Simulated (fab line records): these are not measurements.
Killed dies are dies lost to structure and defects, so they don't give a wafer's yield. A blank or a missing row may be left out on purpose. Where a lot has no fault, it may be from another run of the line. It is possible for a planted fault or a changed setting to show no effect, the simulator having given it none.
Matching of chambers || flow nand harc || NHARC_P_CONTACT_ALD_22 on ald metal-01 has 4 sister chambers
The step deposits TiN, target thk 3 nm, pulse time 1 s, ald cycles 150. 7 wafers are shown with their chamber, then 7 later ones without.

## WAFERS PAIRED WITH THEIR CHAMBERS
{"wafer": "L082.2", "chamber": 1, "heater power w (W)": 1123, "precursor pulse height rel": 0.992}
{"wafer": "L082.6", "chamber": 0, "heater power w (W)": 1053, "precursor pulse height rel": 1.001}
{"wafer": "L083.2", "chamber": 2, "heater power w (W)": 1084, "precursor pulse height rel": 1.033}
{"wafer": "L083.5", "chamber": 2, "heater power w (W)": 1112, "precursor pulse height rel": 0.980}
{"wafer": "L083.6", "chamber": 3, "heater power w (W)": 979, "precursor pulse height rel": 1.010}
{"wafer": "L088.1", "chamber": 3, "heater power w (W)": 952, "precursor pulse height rel": 0.978}
{"wafer": "L088.2", "chamber": 1, "heater power w (W)": 1138, "precursor pulse height rel": 0.971}

## WAFERS MISSING THEIR CHAMBER
{"wafer": "L088.4", "heater power w (W)": 1081, "precursor pulse height rel": 0.999}
{"wafer": "L093.3", "heater power w (W)": 1168, "precursor pulse height rel": 1.020}
{"wafer": "L093.5", "heater power w (W)": 991, "precursor pulse height rel": 0.989}
{"wafer": "L093.6", "heater power w (W)": 1074, "precursor pulse height rel": 1.019}
{"wafer": "L094.2", "heater power w (W)": 1158, "precursor pulse height rel": 1.009}
{"wafer": "L094.4", "heater power w (W)": 1126, "precursor pulse height rel": 1.048}
{"wafer": "L094.5", "heater power w (W)": 1131, "precursor pulse height rel": 0.963}

## WHICH CHAMBER EACH ONE RAN IN
{"wafer": "L088.4", "from the rows above": "can't be placed: 2 or 0 or 1", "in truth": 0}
{"wafer": "L093.3", "from the rows above": "can't be placed: 1 or 2", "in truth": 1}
{"wafer": "L093.5", "from the rows above": 3, "in truth": 3}
{"wafer": "L093.6", "from the rows above": "can't be placed: 0 or 2", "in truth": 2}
{"wafer": "L094.2", "from the rows above": "can't be placed: 1 or 2", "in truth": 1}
{"wafer": "L094.4", "from the rows above": "can't be placed: 2 or 1", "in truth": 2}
{"wafer": "L094.5", "from the rows above": "can't be placed: 1 or 2", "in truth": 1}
1 of 7 placed correctly. These rows do not allow placing 6 (true chamber among the candidates in 6). Number placed wrongly: 0.
How it was worked out, from the rows above alone: a wafer's distance from a chamber is the root of the sum, over the readings, of the square of ((its reading less the chamber's mean) divided by the reading's scatter). If the next closest chamber is less than 2 further off than the closest, the wafer can't be placed; otherwise it belongs to the closest. Each chamber's mean is taken over the wafers shown for it. The scatter: take each reading less its chamber's mean, square it, sum over the shown wafers, divide by the number of wafers less the number of chambers, and take the root.
